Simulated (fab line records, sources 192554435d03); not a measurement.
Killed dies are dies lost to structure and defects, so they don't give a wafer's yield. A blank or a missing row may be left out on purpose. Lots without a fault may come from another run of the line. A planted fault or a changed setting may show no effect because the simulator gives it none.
Which tool did it? | flow n5_finfet | 24 lots, 72 wafers sampled, at 6 steps of a route of 1938

WHAT THE GAUGES READ, wafer by wafer
The record holds no reading of a measuring or inspecting step that can be judged against a usual standard deviation.

WHICH TOOL RAN EACH LOT (tool, then ch and the chambers of the sampled wafers, then the start)
lot  | N5_BEOL_M4_SPUTTER_96        | N5_BEOL_M4_CMP_52             | N5_BEOL_M4_CO_CAP_55             | N5_BEOL_M5_CURE_79            | N5_BEOL_M5_ETCH_62                 | N5_BEOL_M5_STRIP_19
L075 | pvd_sputter-02, day 8 14:25  | cmp-03 ch 0,1,2, day 8 14:55  | cvd_co-01 ch 0,1, day 8 15:17    | uv_cure-01 ch 1, day 8 16:44  | rie_diel-06 ch 0,3, day 8 18:33    | rie_diel-06 ch 1,3, day 8 18:50
L074 | pvd_sputter-01, day 8 15:56  | cmp-01 ch 0,2,3, day 8 16:33  | cvd_co-02 ch 0,1, day 8 16:49    | uv_cure-01 ch 1, day 8 18:19  | rie_diel-06 ch 0,2,3, day 8 19:58  | rie_diel-02 ch 0,3, day 8 20:29
L076 | pvd_sputter-02, day 8 17:32  | cmp-03 ch 0,1,2, day 8 18:05  | cvd_co-01 ch 0,2, day 8 18:25    | uv_cure-03 ch 1, day 8 19:45  | rie_diel-02 ch 0,2,3, day 8 21:14  | rie_diel-06 ch 0,2,3, day 8 21:36
L077 | pvd_sputter-03, day 8 20:02  | cmp-04 ch 1,2, day 8 20:31    | cvd_co-01 ch 0,1,2, day 8 20:53  | uv_cure-03 ch 0, day 8 22:09  | rie_diel-06 ch 1,2,3, day 9 03:07  | rie_diel-06 ch 1,2,3, day 9 03:31
L078 | pvd_sputter-03, day 8 22:05  | cmp-03 ch 1,2,3, day 8 22:38  | cvd_co-02 ch 0,1,2, day 8 22:59  | uv_cure-03 ch 0, day 9 00:41  | rie_diel-06 ch 1,2, day 9 03:38    | rie_diel-06 ch 2,3, day 9 03:55
L079 | pvd_sputter-02, day 8 22:14  | cmp-03 ch 2,3, day 8 22:58    | cvd_co-02 ch 1,2, day 8 23:20    | uv_cure-02 ch 2, day 9 01:07  | rie_diel-06 ch 1,3, day 9 05:01    | rie_diel-04 ch 2,3, day 9 05:18
L080 | pvd_sputter-01, day 9 16:43  | cmp-01 ch 0,1,2, day 9 17:15  | cvd_co-02 ch 1,2, day 9 17:35    | uv_cure-02 ch 0, day 9 18:55  | rie_diel-02 ch 2,3, day 9 20:38    | rie_diel-02 ch 0,1,2, day 9 20:55
L081 | pvd_sputter-02, day 9 19:31  | cmp-04 ch 2,3, day 9 20:02    | cvd_co-02 ch 0,1,2, day 9 20:22  | uv_cure-01 ch 2, day 9 21:41  | rie_diel-02 ch 0,2, day 10 00:26   | rie_diel-04 ch 0,1, day 10 00:49
L082 | pvd_sputter-02, day 10 09:45 | cmp-03 ch 0,2, day 10 10:17   | cvd_co-01 ch 0,2, day 10 10:37   | uv_cure-02 ch 0, day 10 11:53 | rie_diel-06 ch 0,2,3, day 10 13:20 | rie_diel-06 ch 2,3, day 10 13:37
L083 | pvd_sputter-03, day 10 14:28 | cmp-04 ch 0,2,3, day 10 15:37 | cvd_co-01 ch 0,1,2, day 10 16:00 | uv_cure-03 ch 0, day 10 17:15 | rie_diel-06 ch 0,2,3, day 10 19:08 | rie_diel-06 ch 0,2,3, day 10 19:25
L084 | pvd_sputter-03, day 10 21:00 | cmp-01 ch 0,3, day 10 21:32   | cvd_co-01 ch 0,1,2, day 10 21:52 | uv_cure-02 ch 1, day 10 23:12 | rie_diel-06 ch 2,3, day 11 02:30   | rie_diel-02 ch 1,2, day 11 02:50
L085 | pvd_sputter-03, day 10 22:55 | cmp-03 ch 0,2, day 10 23:25   | cvd_co-02 ch 0,2, day 10 23:47   | uv_cure-01 ch 0, day 11 01:12 | rie_diel-04 ch 0,1, day 11 02:56   | rie_diel-02 ch 0,2, day 11 03:27
L087 | pvd_sputter-03, day 11 06:28 | cmp-03 ch 0,2,3, day 11 06:58 | cvd_co-01 ch 0,1, day 11 07:21   | uv_cure-03 ch 0, day 11 08:43 | rie_diel-04 ch 0,3, day 11 12:40   | rie_diel-02 ch 1,2,3, day 11 12:56
L088 | pvd_sputter-01, day 11 11:49 | cmp-04 ch 2,3, day 11 12:19   | cvd_co-01 ch 0,1, day 11 12:52   | uv_cure-01 ch 0, day 11 14:22 | rie_diel-04 ch 0,1,2, day 11 16:14 | rie_diel-06 ch 1,2, day 11 16:37
L089 | pvd_sputter-03, day 11 14:35 | cmp-01 ch 1,2,3, day 11 15:05 | cvd_co-02 ch 1,2, day 11 15:28   | uv_cure-02 ch 1, day 11 16:45 | rie_diel-06 ch 0,1,3, day 11 18:59 | rie_diel-06 ch 0,1,3, day 11 19:16
L086 | pvd_sputter-02, day 11 15:02 | cmp-03 ch 0,2, day 11 16:03   | cvd_co-02 ch 0,2, day 11 16:31   | uv_cure-02 ch 2, day 11 17:53 | rie_diel-02 ch 0,2,3, day 11 19:49 | rie_diel-02 ch 1,2,3, day 11 20:05
L090 | pvd_sputter-01, day 11 21:39 | cmp-04 ch 1,2,3, day 11 22:11 | cvd_co-02 ch 0,1, day 11 22:31   | uv_cure-03 ch 1, day 11 23:49 | rie_diel-02 ch 0,1,3, day 12 04:56 | rie_diel-04 ch 0,1, day 12 05:13
L092 | pvd_sputter-02, day 12 09:12 | cmp-01 ch 0,1,2, day 12 09:45 | cvd_co-01 ch 0,2, day 12 10:05   | uv_cure-01 ch 2, day 12 11:31 | rie_diel-06 ch 0,1,2, day 12 16:04 | rie_diel-02 ch 0,1,2, day 12 16:28
L091 | pvd_sputter-01, day 12 14:52 | cmp-01 ch 0,2,3, day 12 15:24 | cvd_co-01 ch 0,1,2, day 12 15:44 | uv_cure-03 ch 0, day 12 17:00 | rie_diel-02 ch 0,1,2, day 12 21:29 | rie_diel-06 ch 1,2,3, day 12 22:14
L093 | pvd_sputter-03, day 12 19:52 | cmp-03 ch 0,3, day 12 20:22   | cvd_co-01 ch 0,1, day 12 20:44   | uv_cure-02 ch 1, day 12 21:59 | rie_diel-06 ch 1,2,3, day 13 00:31 | rie_diel-06 ch 1,2, day 13 01:02
L094 | pvd_sputter-03, day 13 04:33 | cmp-01 ch 0,2, day 13 05:05   | cvd_co-02 ch 0,2, day 13 05:25   | uv_cure-01 ch 2, day 13 06:40 | rie_diel-06 ch 1,2, day 13 08:01   | rie_diel-06 ch 0,1,3, day 13 08:20
L095 | pvd_sputter-01, day 13 04:58 | cmp-04 ch 0,1,2, day 13 05:32 | cvd_co-02 ch 1,2, day 13 05:49   | uv_cure-03 ch 0, day 13 07:11 | rie_diel-02 ch 0,1,2, day 13 10:43 | rie_diel-06 ch 0,1,2, day 13 11:04
L096 | pvd_sputter-02, day 13 13:32 | cmp-01 ch 0,1, day 13 14:04   | cvd_co-02 ch 1,2, day 13 14:24   | uv_cure-03 ch 1, day 13 15:44 | rie_diel-02 ch 0,3, day 13 17:33   | rie_diel-06 ch 0,1, day 13 17:50
L097 | pvd_sputter-03, day 13 18:03 | cmp-04 ch 0,1,3, day 13 18:39 | cvd_co-01 ch 0,1,2, day 13 18:57 | uv_cure-02 ch 1, day 13 21:11 | rie_diel-02 ch 0,2,3, day 13 23:23 | rie_diel-02 ch 0,2,3, day 13 23:38
- N5_BEOL_M4_SPUTTER_96: material Cu, target thk 4.5 nm, time 8.29 s.
- N5_BEOL_M4_CMP_52: polishes, stops on SiOC, t overpolish 6.8 s, target thk 40 nm.
- N5_BEOL_M4_CO_CAP_55: material Co, precursor CCTBA/H2, target thk 2 nm, time 102.1 s.
- N5_BEOL_M5_CURE_79: cures SiCOH lowk, time 240 s.
- N5_BEOL_M5_ETCH_62: etches SOC in N2/H2, target depth 75 nm, overetch 15 nm, time 112.5 s.
- N5_BEOL_M5_STRIP_19: strips in O2.

WHAT THE TOOLS THEMSELVES READ (means of the sampled wafers that have a number; where no wafer has one, the mark that the record gives instead)
N5_BEOL_M4_SPUTTER_96.
lot  | tool           | chuck_sensor_temp_C (C) | throttle_valve_pct (%)
L075 | pvd_sputter-02 | -16.5                   | 30.0
L074 | pvd_sputter-01 | -16.3                   | 29.7
L076 | pvd_sputter-02 | -16.3                   | 30.2
L077 | pvd_sputter-03 | -16.0                   | 31.7
L078 | pvd_sputter-03 | -16.1                   | 30.8
L079 | pvd_sputter-02 | -16.5                   | 29.9
L080 | pvd_sputter-01 | -15.8                   | 30.5
L081 | pvd_sputter-02 | -16.6                   | 29.7
L082 | pvd_sputter-02 | -16.4                   | 30.0
L083 | pvd_sputter-03 | -16.1                   | 31.5
L084 | pvd_sputter-03 | -16.2                   | 31.0
L085 | pvd_sputter-03 | -16.1                   | 31.1
L087 | pvd_sputter-03 | -16.1                   | 31.1
L088 | pvd_sputter-01 | -16.4                   | 29.6
L089 | pvd_sputter-03 | -16.1                   | 31.2
L086 | pvd_sputter-02 | -16.1                   | 30.8
L090 | pvd_sputter-01 | -16.2                   | 30.4
L092 | pvd_sputter-02 | -16.9                   | 29.6
L091 | pvd_sputter-01 | -15.9                   | 30.0
L093 | pvd_sputter-03 | -16.0                   | 31.4
L094 | pvd_sputter-03 | -15.9                   | 31.1
L095 | pvd_sputter-01 | -15.4                   | 30.2
L096 | pvd_sputter-02 | -16.4                   | 30.3
L097 | pvd_sputter-03 | -16.2                   | 30.9

N5_BEOL_M4_CMP_52.
lot  | tool   | barrier_field_endpoint_s (s) | motor_current_A (A) | overpolish_run_s (s) | time_to_endpoint_s (s)
L075 | cmp-03 | 24.9                         | 6.3                 | 6.798                | 64
L074 | cmp-01 | 24.6                         | 5.5                 | 6.804                | 62
L076 | cmp-03 | 24.8                         | 6.4                 | 6.796                | 64
L077 | cmp-04 | 25.6                         | 5.9                 | 6.805                | 68
L078 | cmp-03 | 24.8                         | 6.2                 | 6.798                | 63
L079 | cmp-03 | 24.5                         | 5.7                 | 6.798                | 62
L080 | cmp-01 | 24.0                         | 6.1                 | 6.804                | 57
L081 | cmp-04 | 25.6                         | 5.9                 | 6.802                | 66
L082 | cmp-03 | 24.2                         | 6.1                 | 6.804                | 63
L083 | cmp-04 | 25.2                         | 5.8                 | 6.801                | 64
L084 | cmp-01 | 24.2                         | 5.3                 | 6.805                | 59
L085 | cmp-03 | 25.4                         | 6.1                 | 6.811                | 64
L087 | cmp-03 | 25.6                         | 6.0                 | 6.796                | 63
L088 | cmp-04 | 25.8                         | 5.9                 | 6.795                | 65
L089 | cmp-01 | 23.5                         | 6.1                 | 6.804                | 59
L086 | cmp-03 | 24.6                         | 6.3                 | 6.797                | 60
L090 | cmp-04 | 24.5                         | 6.0                 | 6.808                | 64
L092 | cmp-01 | 23.7                         | 5.9                 | 6.803                | 57
L091 | cmp-01 | 23.1                         | 5.7                 | 6.796                | 57
L093 | cmp-03 | 24.5                         | 5.8                 | 6.792                | 62
L094 | cmp-01 | 24.8                         | 5.7                 | 6.796                | 63
L095 | cmp-04 | 25.1                         | 5.7                 | 6.805                | 64
L096 | cmp-01 | 24.7                         | 6.0                 | 6.792                | 59
L097 | cmp-04 | 25.4                         | 5.9                 | 6.798                | 65

N5_BEOL_M4_CO_CAP_55.
lot  | tool      | heater_power_w (W)
L075 | cvd_co-01 | 216
L074 | cvd_co-02 | 229
L076 | cvd_co-01 | 241
L077 | cvd_co-01 | 225
L078 | cvd_co-02 | 225
L079 | cvd_co-02 | 230
L080 | cvd_co-02 | 227
L081 | cvd_co-02 | 228
L082 | cvd_co-01 | 241
L083 | cvd_co-01 | 227
L084 | cvd_co-01 | 221
L085 | cvd_co-02 | 224
L087 | cvd_co-01 | 219
L088 | cvd_co-01 | 220
L089 | cvd_co-02 | 230
L086 | cvd_co-02 | 225
L090 | cvd_co-02 | 228
L092 | cvd_co-01 | 236
L091 | cvd_co-01 | 225
L093 | cvd_co-01 | 236
L094 | cvd_co-02 | 225
L095 | cvd_co-02 | 229
L096 | cvd_co-02 | 229
L097 | cvd_co-01 | 222

N5_BEOL_M5_CURE_79.
lot  | tool       | lamp_power_pct (%) | wafer_temp_C_max
L075 | uv_cure-01 | 52.35              | 387.0
L074 | uv_cure-01 | 52.31              | 387.5
L076 | uv_cure-03 | 52.32              | 386.7
L077 | uv_cure-03 | 52.29              | 387.3
L078 | uv_cure-03 | 52.31              | 387.3
L079 | uv_cure-02 | 52.33              | 387.3
L080 | uv_cure-02 | 52.32              | 387.6
L081 | uv_cure-01 | 52.31              | 388.2
L082 | uv_cure-02 | 52.34              | 388.1
L083 | uv_cure-03 | 52.34              | 387.2
L084 | uv_cure-02 | 52.24              | 385.8
L085 | uv_cure-01 | 52.31              | 386.2
L087 | uv_cure-03 | 52.32              | 387.0
L088 | uv_cure-01 | 52.28              | 386.2
L089 | uv_cure-02 | 52.28              | 386.1
L086 | uv_cure-02 | 52.30              | 387.0
L090 | uv_cure-03 | 52.29              | 386.1
L092 | uv_cure-01 | 52.26              | 388.0
L091 | uv_cure-03 | 52.28              | 387.0
L093 | uv_cure-02 | 52.29              | 386.2
L094 | uv_cure-01 | 52.33              | 387.6
L095 | uv_cure-03 | 52.32              | 387.5
L096 | uv_cure-03 | 52.32              | 386.4
L097 | uv_cure-02 | 52.32              | 385.6

N5_BEOL_M5_ETCH_62.
lot  | tool        | drypump_motor_current_A (A) | oes_product_au (a.u.) | rf_vpp_V (V) | showerhead_plenum_p_Torr (Torr) | throttle_valve_pct (%)
L075 | rie_diel-06 | 6.07                        | 0.61                  | 523.6        | 2.51                            | 17.97
L074 | rie_diel-06 | 5.93                        | 0.58                  | 523.9        | 2.57                            | 18.00
L076 | rie_diel-02 | 5.65                        | 0.59                  | 523.3        | 2.53                            | 17.93
L077 | rie_diel-06 | 5.95                        | 0.59                  | 524.5        | 2.57                            | 17.93
L078 | rie_diel-06 | 5.84                        | 0.57                  | 526.3        | 2.63                            | 17.96
L079 | rie_diel-06 | 6.09                        | 0.61                  | 522.3        | 2.51                            | 17.89
L080 | rie_diel-02 | 5.52                        | 0.56                  | 524.0        | 2.55                            | 17.93
L081 | rie_diel-02 | 5.84                        | 0.60                  | 522.7        | 2.50                            | 17.95
L082 | rie_diel-06 | 5.92                        | 0.58                  | 524.9        | 2.56                            | 18.02
L083 | rie_diel-06 | 5.92                        | 0.57                  | 524.3        | 2.56                            | 18.03
L084 | rie_diel-06 | 5.89                        | 0.59                  | 524.9        | 2.57                            | 17.99
L085 | rie_diel-04 | 5.98                        | 0.63                  | 526.6        | 2.67                            | 18.13
L087 | rie_diel-04 | 5.60                        | 0.57                  | 524.5        | 2.56                            | 18.21
L088 | rie_diel-04 | 5.97                        | 0.65                  | 525.4        | 2.61                            | 17.79
L089 | rie_diel-06 | 5.98                        | 0.70                  | 523.6        | 2.55                            | 17.69
L086 | rie_diel-02 | 5.68                        | 0.65                  | 524.0        | 2.52                            | 17.81
L090 | rie_diel-02 | 5.87                        | 0.64                  | 523.3        | 2.54                            | 17.94
L092 | rie_diel-06 | 5.86                        | 0.68                  | 526.5        | 2.61                            | 17.72
L091 | rie_diel-02 | 5.76                        | 0.57                  | 521.6        | 2.48                            | 18.01
L093 | rie_diel-06 | 5.95                        | 0.63                  | 524.2        | 2.56                            | 17.83
L094 | rie_diel-06 | 5.84                        | 0.61                  | 526.1        | 2.61                            | 17.85
L095 | rie_diel-02 | 5.76                        | 0.57                  | 522.1        | 2.48                            | 18.02
L096 | rie_diel-02 | 5.93                        | 0.63                  | 523.6        | 2.54                            | 17.96
L097 | rie_diel-02 | 5.68                        | 0.63                  | 523.5        | 2.51                            | 17.85

N5_BEOL_M5_STRIP_19.
lot  | tool        | drypump_motor_current_A (A) | oes_product_au (a.u.) | rf_vpp_V (V) | showerhead_plenum_p_Torr (Torr) | throttle_valve_pct (%)
L075 | rie_diel-06 | 6.08                        | 0.77                  | 4.0          | 2.07                            | 16.79
L074 | rie_diel-02 | 5.75                        | 0.71                  | 3.4          | 2.13                            | 16.92
L076 | rie_diel-06 | 5.92                        | 0.74                  | 3.6          | 2.12                            | 16.89
L077 | rie_diel-06 | 5.94                        | 0.75                  | 3.9          | 2.12                            | 16.81
L078 | rie_diel-06 | 6.02                        | 0.78                  | 3.3          | 2.08                            | 16.78
L079 | rie_diel-04 | 5.68                        | 0.84                  | 3.8          | 2.06                            | 16.35
L080 | rie_diel-02 | 5.77                        | 0.74                  | 3.7          | 2.06                            | 16.84
L081 | rie_diel-04 | 6.10                        | 0.87                  | 3.6          | 2.22                            | 16.83
L082 | rie_diel-06 | 5.88                        | 0.75                  | 3.3          | 2.12                            | 16.80
L083 | rie_diel-06 | 5.91                        | 0.73                  | 3.7          | 2.11                            | 16.92
L084 | rie_diel-02 | 5.68                        | 0.71                  | 3.5          | 2.05                            | 16.89
L085 | rie_diel-02 | 5.57                        | 0.75                  | 4.3          | 2.04                            | 16.72
L087 | rie_diel-02 | 5.62                        | 0.82                  | 3.9          | 2.08                            | 16.70
L088 | rie_diel-06 | 5.89                        | 0.87                  | 3.8          | 2.16                            | 16.52
L089 | rie_diel-06 | 5.98                        | 0.90                  | 3.7          | 2.11                            | 16.62
L086 | rie_diel-02 | 5.59                        | 0.81                  | 4.2          | 2.08                            | 16.71
L090 | rie_diel-04 | 5.97                        | 0.79                  | 3.6          | 2.19                            | 16.98
L092 | rie_diel-02 | 5.77                        | 0.73                  | 3.3          | 2.05                            | 16.89
L091 | rie_diel-06 | 5.96                        | 0.80                  | 3.8          | 2.11                            | 16.70
L093 | rie_diel-06 | 5.88                        | 0.84                  | 4.0          | 2.15                            | 16.55
L094 | rie_diel-06 | 5.98                        | 0.86                  | 3.5          | 2.10                            | 16.65
L095 | rie_diel-06 | 5.85                        | 0.84                  | 4.4          | 2.15                            | 16.65
L096 | rie_diel-06 | 5.92                        | 0.91                  | 3.0          | 2.15                            | 16.50
L097 | rie_diel-02 | 5.67                        | 0.80                  | 3.8          | 2.08                            | 16.71

THE ANSWER, worked out from the rows above alone
Rule: what is usual is taken from the lots themselves. Put in order of their means at a reading, lots are off if they are a third of the lots or fewer, leave a main group of 4 or more, and stand apart from it by a gap of 3 or more times the standard deviation of the main group's means; of several such gaps the widest counts. A main group whose means are all the same, to the digits that the tables above print for the reading, isn't used. A lot without any number at a reading at which 4 lots or more have one is off too. The other lots that the step has rows for count as sound. The gauges are gone through in route order, then the tools' own readings, and for those a lot's mean is taken as printed above. The first step at which some lot is off is used, and at that step the reading that is off furthest; a lot without a number counts as furthest.
No lot is off at any reading shown: from this, nothing can be told.

WHAT THE SIMULATOR HAD PUT IN
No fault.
